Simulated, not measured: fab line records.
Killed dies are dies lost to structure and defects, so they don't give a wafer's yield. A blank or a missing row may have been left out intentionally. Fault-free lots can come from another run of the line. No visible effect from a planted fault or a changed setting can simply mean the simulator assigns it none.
Chamber matching / flow nand_harc / NHARC_A_STAIRCASE_DESCUM_11 on rie_diel-08 has 4 sister chambers
The step chemistry O2, time 3 s. 4 wafers are shown with their chamber, then 7 later ones without.

## WAFERS, EACH WITH ITS CHAMBER
wafer=L079.2; chamber=2; showerhead_plenum_p_Torr (Torr)=2.06
wafer=L084.6; chamber=3; showerhead_plenum_p_Torr (Torr)=1.78
wafer=L086.1; chamber=0; showerhead_plenum_p_Torr (Torr)=1.78
wafer=L086.2; chamber=1; showerhead_plenum_p_Torr (Torr)=1.85

## WAFERS WITH NO CHAMBER GIVEN
wafer=L086.4; showerhead_plenum_p_Torr (Torr)=1.78
wafer=L088.3; showerhead_plenum_p_Torr (Torr)=1.78
wafer=L088.4; showerhead_plenum_p_Torr (Torr)=1.85
wafer=L088.5; showerhead_plenum_p_Torr (Torr)=1.78
wafer=L088.1; showerhead_plenum_p_Torr (Torr)=2.05
wafer=L088.2; showerhead_plenum_p_Torr (Torr)=1.78
wafer=L088.6; showerhead_plenum_p_Torr (Torr)=1.78

## THE CHAMBER EACH PASSED THROUGH
wafer=L086.4; from the rows above=can't be placed: 0 or 3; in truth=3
wafer=L088.3; from the rows above=can't be placed: 0 or 3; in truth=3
wafer=L088.4; from the rows above=1; in truth=1
wafer=L088.5; from the rows above=can't be placed: 0 or 3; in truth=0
wafer=L088.1; from the rows above=2; in truth=2
wafer=L088.2; from the rows above=can't be placed: 0 or 3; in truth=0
wafer=L088.6; from the rows above=can't be placed: 0 or 3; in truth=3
2 of 7 placed correctly. Unplaceable from these rows: 5, with the true chamber sitting among the candidates in 5. Wrongly placed: 0.
How it was worked out, from the rows above alone: a wafer's distance from a chamber is the root of the sum, over the readings, of the square of ((its reading less the chamber's mean) divided by the reading's scatter). The wafer belongs to the nearest chamber; if the next one is less than 2 further off, it can't be placed. The mean given for a chamber averages the wafers shown for that chamber. The scatter (one wafer shown for each chamber): square how far every hidden wafer sits from the nearest shown wafer, average those squares and take the square root.
